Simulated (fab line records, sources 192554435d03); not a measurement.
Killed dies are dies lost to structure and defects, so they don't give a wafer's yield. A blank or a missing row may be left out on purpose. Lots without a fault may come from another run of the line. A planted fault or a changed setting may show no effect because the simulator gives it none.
Which tool did it? | flow n5_finfet | 8 lots, 24 wafers sampled, at 6 steps of a route of 1938

WHAT THE GAUGES READ, wafer by wafer
N5_FIN_SAQP_CD_MEAS_27: target cd 20 nm. Usual: cd_nm 20.29 nm, standard deviation 0.25.
lot  | measured    | on        | cd_nm (nm)        | flag
L688 | day 2 06:40 | cd_sem-03 | 19.95 20.13 20.23 |
L696 | day 4 06:02 | cd_sem-02 | 20.52 20.47 20.05 |
L698 | day 4 17:41 | cd_sem-01 | 20.17 20.39 20.42 |
L699 | day 4 23:31 | cd_sem-03 | 19.96 19.85 19.14 |
L700 | day 5 06:19 | cd_sem-03 | 19.88 19.45 19.43 |
L702 | day 5 21:25 | cd_sem-01 | 20.21 20.52 20.90 |
L707 | day 7 01:47 | cd_sem-01 | 20.47 20.55 20.29 |
L708 | day 7 05:44 | cd_sem-01 | 20.31 20.39 20.34 |

N5_BEOL_M4_RC_MEAS_101. Usual: DIBL_N 36.0 mV/V, standard deviation 1.9; DIBL_P 36.0 mV/V, standard deviation 2.1; IOFF_N 0.155 nA/um, standard deviation 0.029; IOFF_P 0.20 nA/um, standard deviation 0.032; ION_N 672 uA/um, standard deviation 11; ION_P 461 uA/um, standard deviation 6.9; SS_N 71.5 mV/dec, standard deviation 0.58; SS_P 73.2 mV/dec, standard deviation 0.64; VT_N 250.4 mV, standard deviation 2.9; VT_P -251.0 mV, standard deviation 2.8.
lot  | measured     | on        | DIBL_N (mV/V)  | DIBL_P (mV/V)  | IOFF_N (nA/um)    | IOFF_P (nA/um) | ION_N (uA/um) | ION_P (uA/um) | SS_N (mV/dec)  | SS_P (mV/dec)  | VT_N (mV)         | VT_P (mV)            | flag
L688 | day 8 17:25  | prober-02 | 36.5 34.5 34.4 | 35.3 33.6 33.3 | 0.129 0.114 0.112 | 0.19 0.18 0.17 | 654 672 666   | 452 470 462   | 71.4 71.0 70.8 | 73.9 72.9 72.3 | 254.5 254.6 254.9 | -251.4 -251.4 -253.8 |
L696 | day 11 00:58 | prober-01 | 36.0 35.7 34.6 | 37.2 36.8 35.8 | 0.153 0.155 0.135 | 0.21 0.22 0.20 | 688 672 665   | 469 467 466   | 70.9 71.1 71.5 | 74.1 73.8 73.6 | 249.2 250.3 251.7 | -248.9 -250.4 -249.1 |
L698 | day 10 21:57 | prober-01 | 35.5 37.3 35.1 | 34.8 36.5 34.4 | 0.148 0.174 0.130 | 0.20 0.22 0.19 | 677 681 656   | 465 468 456   | 71.8 71.6 71.6 | 72.5 73.5 72.4 | 250.3 250.7 255.0 | -251.6 -251.2 -252.9 |
L699 | day 11 09:58 | prober-01 | 34.1 38.1 35.3 | 33.6 39.0 34.9 | 0.122 0.217 0.142 | 0.16 0.26 0.18 | 657 684 673   | 462 466 459   | 71.4 72.7 71.2 | 72.6 74.0 73.4 | 252.1 243.7 248.6 | -255.5 -250.7 -252.9 |
L700 | day 11 06:49 | prober-01 | 35.9 34.2 37.2 | 36.1 34.0 36.8 | 0.174 0.141 0.195 | 0.21 0.17 0.22 | 683 652 689   | 463 451 462   | 71.9 71.5 72.0 | 73.4 73.0 74.3 | 245.5 252.5 247.2 | -251.0 -252.2 -251.3 |
L702 | day 12 00:05 | prober-01 | 36.6 35.1 34.9 | 38.4 36.3 36.3 | 0.167 0.144 0.143 | 0.22 0.18 0.19 | 683 680 673   | 465 463 463   | 71.1 71.1 71.4 | 73.3 73.1 72.7 | 248.6 249.2 248.6 | -251.8 -254.8 -253.8 |
L707 | day 13 15:59 | prober-02 | 38.0 36.2 38.5 | 36.8 35.3 37.9 | 0.169 0.148 0.187 | 0.22 0.20 0.23 | 676 673 679   | 469 462 460   | 72.0 70.9 71.9 | 73.9 73.6 74.0 | 249.1 250.4 246.4 | -247.3 -249.4 -247.4 |
L708 | day 14 00:02 | prober-02 | 33.6 32.7 34.6 | 33.1 32.2 33.9 | 0.130 0.124 0.132 | 0.18 0.17 0.19 | 675 673 656   | 467 464 457   | 71.5 70.7 70.9 | 72.1 72.4 72.7 | 250.5 255.6 253.0 | -250.3 -251.7 -251.1 |

WHICH TOOL RAN EACH LOT (tool, then ch and the chambers of the sampled wafers, then the start)
lot  | N5_FIN_SAQP_DESCUM_21             | N5_FIN_SAQP_SPACER1_ALD_24       | N5_FIN_SAQP_ETCH_57               | N5_FIN_SAQP_ETCH_67
L688 | rie_diel-06 ch 1,2,3, day 2 03:22 | ald_sin-01 ch 0,2, day 2 05:39   | rie_diel-02 ch 2,3, day 2 06:51   | rie_diel-03 ch 0,1, day 2 07:37
L696 | rie_diel-03 ch 0,1,3, day 4 03:56 | ald_sin-01 ch 2,3, day 4 05:02   | rie_diel-02 ch 0,3, day 4 06:17   | rie_diel-06 ch 0,2,3, day 4 07:01
L698 | rie_diel-03 ch 1,3, day 4 15:41   | ald_sin-01 ch 1,3, day 4 16:47   | rie_diel-06 ch 0,2,3, day 4 17:44 | rie_diel-06 ch 0,1,2, day 4 18:32
L699 | rie_diel-02 ch 1,3, day 4 21:27   | ald_sin-01 ch 2,3, day 4 22:33   | rie_diel-06 ch 0,2, day 4 23:34   | rie_diel-02 ch 0,1,3, day 5 00:17
L700 | rie_diel-03 ch 0,1,2, day 5 03:58 | ald_sin-01 ch 2,3, day 5 05:22   | rie_diel-03 ch 0,1,2, day 5 06:22 | rie_diel-02 ch 0,1, day 5 07:05
L702 | rie_diel-03 ch 1,3, day 5 19:13   | ald_sin-02 ch 0,2,3, day 5 20:20 | rie_diel-06 ch 0,1,2, day 5 21:27 | rie_diel-02 ch 0,2,3, day 5 22:25
L707 | rie_diel-06 ch 0,1, day 6 23:26   | ald_sin-03 ch 0,1, day 7 00:47   | rie_diel-06 ch 0,2,3, day 7 02:21 | rie_diel-06 ch 0,1,2, day 7 03:05
L708 | rie_diel-03 ch 1,2,3, day 7 03:42 | ald_sin-02 ch 0,1,3, day 7 04:49 | rie_diel-03 ch 0,2,3, day 7 05:47 | rie_diel-06 ch 0,1,3, day 7 06:31
- N5_FIN_SAQP_DESCUM_21: chemistry O2, time 7.9 s.
- N5_FIN_SAQP_SPACER1_ALD_24: deposits SiO2, target thk 20.3 nm, pulse time 1 s, purge time 2 s.
- N5_FIN_SAQP_ETCH_57: etches SiNx in CH3F/O2, target depth 32.5 nm, time 46.4 s.
- N5_FIN_SAQP_ETCH_67: etches SiNx in CH3F/O2, target depth 30 nm.

WHAT THE TOOLS THEMSELVES READ (means of the sampled wafers that have a number; where no wafer has one, the mark that the record gives instead)
N5_FIN_SAQP_DESCUM_21. Usual: bias_power_w 20.00 W, standard deviation 0.058; chamber_pressure_mTorr 20.002 mTorr, standard deviation 0.019; drypump_motor_current_A 5.6 A, standard deviation 0.43; oes_product_au 0.82 a.u., standard deviation 0.085; rf_vpp_V 243.5 V, standard deviation 1.3; showerhead_plenum_p_Torr 2.12 Torr, standard deviation 0.066; throttle_valve_pct 20.3 %, standard deviation 0.31.
lot  | tool        | bias_power_w (W) | chamber_pressure_mTorr (mTorr) | drypump_motor_current_A (A) | oes_product_au (a.u.) | rf_vpp_V (V) | showerhead_plenum_p_Torr (Torr) | throttle_valve_pct (%) | flag
L688 | rie_diel-06 | 19.98            | 19.975                         | 5.6                         | 0.82                  | 242.4        | 2.07                            | 20.5                   |
L696 | rie_diel-03 | 20.01            | 20.023                         | 5.8                         | 0.88                  | 244.6        | 2.16                            | 20.0                   |
L698 | rie_diel-03 | 19.98            | 20.009                         | 6.0                         | 0.85                  | 243.2        | 2.12                            | 20.1                   |
L699 | rie_diel-02 | 20.00            | 20.016                         | 5.3                         | 0.85                  | 244.4        | 2.16                            | 20.5                   |
L700 | rie_diel-03 | 20.01            | 19.995                         | 5.7                         | 0.92                  | 243.6        | 2.17                            | 20.0                   |
L702 | rie_diel-03 | 19.93            | 19.994                         | 6.1                         | 0.88                  | 243.3        | 2.13                            | 20.2                   |
L707 | rie_diel-06 | 20.03            | 19.997                         | 5.3                         | 0.80                  | 242.3        | 2.03                            | 20.6                   |
L708 | rie_diel-03 | 19.99            | 19.993                         | 5.9                         | 0.86                  | 243.6        | 2.12                            | 20.1                   |

N5_FIN_SAQP_SPACER1_ALD_24. Usual: heater_power_w 478 W, standard deviation 59; precursor_pulse_height_rel 0.999, standard deviation 0.021; susceptor_temp_C 300.00 C, standard deviation 0.21.
lot  | tool       | heater_power_w (W) | precursor_pulse_height_rel | susceptor_temp_C (C) | flag
L688 | ald_sin-01 | 515                | 1.003                      | 299.86               |
L696 | ald_sin-01 | 394                | 1.014                      | 300.11               |
L698 | ald_sin-01 | 399                | 1.004                      | 300.09               |
L699 | ald_sin-01 | 498                | 0.974                      | 320.24               | OFF
L700 | ald_sin-01 | 459                | 1.002                      | 320.19               | OFF
L702 | ald_sin-02 | 527                | 1.000                      | 300.09               |
L707 | ald_sin-03 | 476                | 1.017                      | 299.88               |
L708 | ald_sin-02 | 529                | 1.021                      | 299.94               |

N5_FIN_SAQP_ETCH_57. Usual: CH3F_flow_sccm 30.00 sccm, standard deviation 0.095; chamber_pressure_mTorr 29.998 mTorr, standard deviation 0.027; drypump_motor_current_A 5.6 A, standard deviation 0.55; etch_rf_on_time_s 46.6 s, standard deviation 1; oes_product_au 0.70 a.u., standard deviation 0.065; rf_vpp_V 297 V, standard deviation 5.8; showerhead_plenum_p_Torr 2.01 Torr, standard deviation 0.057; throttle_valve_pct 16.32 %, standard deviation 0.24.
lot  | tool        | CH3F_flow_sccm (sccm) | chamber_pressure_mTorr (mTorr) | drypump_motor_current_A (A) | etch_rf_on_time_s (s) | oes_product_au (a.u.) | rf_vpp_V (V) | showerhead_plenum_p_Torr (Torr) | throttle_valve_pct (%) | flag
L688 | rie_diel-02 | 29.95                 | 30.019                         | 5.2                         | 47.7                  | 0.63                  | 289          | 2.01                            | 16.64                  |
L696 | rie_diel-02 | 30.00                 | 29.994                         | 5.4                         | 47.3                  | 0.66                  | 295          | 2.04                            | 16.43                  |
L698 | rie_diel-06 | 30.01                 | 30.023                         | 6.1                         | 47.0                  | 0.74                  | 296          | 1.98                            | 16.34                  |
L699 | rie_diel-06 | 30.06                 | 30.016                         | 5.9                         | 46.5                  | 0.76                  | 295          | 1.96                            | 16.33                  |
L700 | rie_diel-03 | 30.02                 | 29.999                         | 5.7                         | 46.5                  | 0.78                  | 303          | 2.07                            | 15.91                  |
L702 | rie_diel-06 | 29.97                 | 29.995                         | 5.5                         | 46.7                  | 0.72                  | 300          | 1.95                            | 16.35                  |
L707 | rie_diel-06 | 30.01                 | 30.006                         | 6.1                         | 47.1                  | 0.71                  | 297          | 1.98                            | 16.38                  |
L708 | rie_diel-03 | 30.04                 | 30.003                         | 5.7                         | 45.4                  | 0.71                  | 297          | 2.05                            | 15.91                  |

N5_FIN_SAQP_ETCH_67. Usual: CH3F_flow_sccm 30.00 sccm, standard deviation 0.083; chamber_pressure_mTorr 30.002 mTorr, standard deviation 0.027; drypump_motor_current_A 5.6 A, standard deviation 0.5; oes_product_au 0.82 a.u., standard deviation 0.078; rf_vpp_V 297 V, standard deviation 5.8; showerhead_plenum_p_Torr 2.01 Torr, standard deviation 0.059; throttle_valve_pct 16.31 %, standard deviation 0.26.
lot  | tool        | CH3F_flow_sccm (sccm) | chamber_pressure_mTorr (mTorr) | drypump_motor_current_A (A) | oes_product_au (a.u.) | rf_vpp_V (V) | showerhead_plenum_p_Torr (Torr) | throttle_valve_pct (%) | flag
L688 | rie_diel-03 | 30.06                 | 29.991                         | 5.7                         | 0.85                  | 305          | 2.10                            | 15.99                  |
L696 | rie_diel-06 | 30.00                 | 30.009                         | 6.1                         | 0.88                  | 296          | 1.99                            | 16.36                  |
L698 | rie_diel-06 | 30.00                 | 29.983                         | 5.5                         | 0.85                  | 298          | 1.95                            | 16.37                  |
L699 | rie_diel-02 | 29.95                 | 29.997                         | 5.3                         | 0.82                  | 296          | 2.03                            | 16.41                  |
L700 | rie_diel-02 | 30.03                 | 30.013                         | 5.2                         | 0.85                  | 296          | 1.99                            | 16.40                  |
L702 | rie_diel-02 | 29.93                 | 30.010                         | 5.3                         | 0.82                  | 293          | 2.02                            | 16.43                  |
L707 | rie_diel-06 | 29.98                 | 30.000                         | 5.5                         | 0.83                  | 299          | 1.94                            | 16.41                  |
L708 | rie_diel-06 | 30.04                 | 29.987                         | 5.9                         | 0.81                  | 298          | 1.97                            | 16.45                  |

THE ANSWER, worked out from the rows above alone
Rule: a lot is off if the mean of its wafers that have a number lies more than 3 standard deviations from the usual mean. A lot without any number at a reading at which 4 lots or more have one is off too. The other lots that the step has rows for count as sound. The gauges are gone through in route order, then the tools' own readings, and for those a lot's mean is taken as printed above. The first step at which some lot is off is used, and at that step the reading that is off furthest; a lot without a number counts as furthest.
Off: L699, L700, at N5_FIN_SAQP_SPACER1_ALD_24 (susceptor_temp_C).
A tool fits if, at that step or a process step before it, it ran every lot that is off, and no sound lot after the first of them. One fits: ald_sin-01 at N5_FIN_SAQP_SPACER1_ALD_24. Its last sound lot is L698 (day 4 16:47), its first lot that is off L699 (day 4 22:33): a fault that began between those two fits.
The tool's own readings at N5_FIN_SAQP_SPACER1_ALD_24 bear it out: on the lots that are off they differ by more than 5 times the standard deviation of the sound lots' means. susceptor_temp_C reads 320.22 C there against 300.00 C on the sound lots.

WHAT THE SIMULATOR HAD PUT IN
Process parameter drift: ald_sin-01, from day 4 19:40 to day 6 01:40, at N5_FIN_SAQP_SPACER1_ALD_24. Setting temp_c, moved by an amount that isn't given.
Lots struck among those shown: L699, L700. The rule above found the same.
